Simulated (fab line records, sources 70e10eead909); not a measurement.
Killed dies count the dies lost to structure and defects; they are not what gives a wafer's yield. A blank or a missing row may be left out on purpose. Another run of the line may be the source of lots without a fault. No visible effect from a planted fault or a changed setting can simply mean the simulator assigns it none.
Code-filled problem report in 8D (eight disciplines) form | flow nandHarc | the parts of the form that need people (team, actions taken, sign-off) are left out

== 1. WHAT WENT WRONG ==
On 2 wafers of 1 lot, heaterPowerTotalW at NHARC_P_STI_SOFTBAKE_04 has a mean of 206.9 W; fault-free wafers read 201.0 W, standard deviation 1.2. That is +5.0 standard deviations from the usual mean.
The step: time 70 s.
The first sign was on wafer L920.2 at day 5 16:00, on lithoTrack-05. At this step, 35 wafers from 12 lots have a number in the record. Rule for "out" (also "out of limits"): further than 4 standard deviations from the usual mean. All remaining wafers that have a number are taken as sound.

== 2. WHAT IT IS AND WHAT IT IS NOT ==
question                    | is                | is not
which readings at this step | heaterPowerTotalW | resistLineTempC
which lots                  | L920              | L907, L908, L910, L911, L912, L918, L921, L924, L925, L928, L930
which wafers of those lots  | L920.2, L920.4    | L920.5
read on which tools         | lithoTrack-05     | lithoTrack-02, lithoTrack-07
when                        | from day 5 16:00  | up to then (18 sound wafers); but 15 sound wafers of L921, L924, L925, L928, L930 came after

== 3. WHAT RULES OUT EACH SUSPECT ==
Counting: any tool at a process step up to the reading remains a suspect provided it ran every lot that is out. Sound lots after the first of them don't rule it out here, since some wafers of a struck lot are sound.
- rieDiel-13 at NHARC_P_ZERO_WELL_ETCH_65 (etches the open film in N2/H2, target depth 80 nm, overetch 24 nm, time 87.88 s): kept. L920, the lot that is out, went through it at day 4 19:32; up to then, the latest sound lot through it was L912 at day 2 19:23.
- lithoTrack-05 at NHARC_P_STI_SOFTBAKE_04 (time 70 s): kept. L920, the lot that is out, went through it at day 5 16:00; up to then, the latest sound lot through it was L918 at day 5 04:00. Its own heaterPowerTotalW readings are out on those wafers.
- Within rieDiel-13 at NHARC_P_ZERO_WELL_ETCH_65: the wafers that are out ran in chamber 3; their sound lot-mates ran in chamber 0.
The count leaves lithoTrack-05 at NHARC_P_STI_SOFTBAKE_04 and rieDiel-13 at NHARC_P_ZERO_WELL_ETCH_65.

== 4. THE CAUSE (what the simulator had put in) ==
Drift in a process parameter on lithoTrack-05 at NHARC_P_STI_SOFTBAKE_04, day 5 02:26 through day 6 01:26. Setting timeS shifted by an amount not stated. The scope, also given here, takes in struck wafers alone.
This tool is one of the 2 suspects left after counting.

== 5. SEQUENCE OF EFFECTS, ordered by route ==
Each row: a reading whose mean over the struck wafers that have a number lies more than 3 standard deviations from the usual. Only readings for which the record gives a usual standard deviation are gone through. hours: the time from each lot's start at the first step in this table that gives one to its start at this step, as a median over the lots. sigmas: the change in usual standard deviations.
hours | step                    | reading           | usual   | on struck wafers | change | sigmas
0     | NHARC_P_STI_SOFTBAKE_04 | heaterPowerTotalW | 201.0 W | 206.9            | +5.9   | +5.0
The process steps in it:
- NHARC_P_STI_SOFTBAKE_04: time 70 s.
Later measuring or inspecting steps at which every struck wafer that the step has a row for has a number for every such reading, and none has moved that far: NHARC_P_STI_CD_MEAS_09.

== 6. HOW IT WOULD HAVE BEEN CAUGHT EARLIER ==
In this record no reading fell out of limits until day 5 16:00, 14 hours after the fault had begun at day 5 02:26.
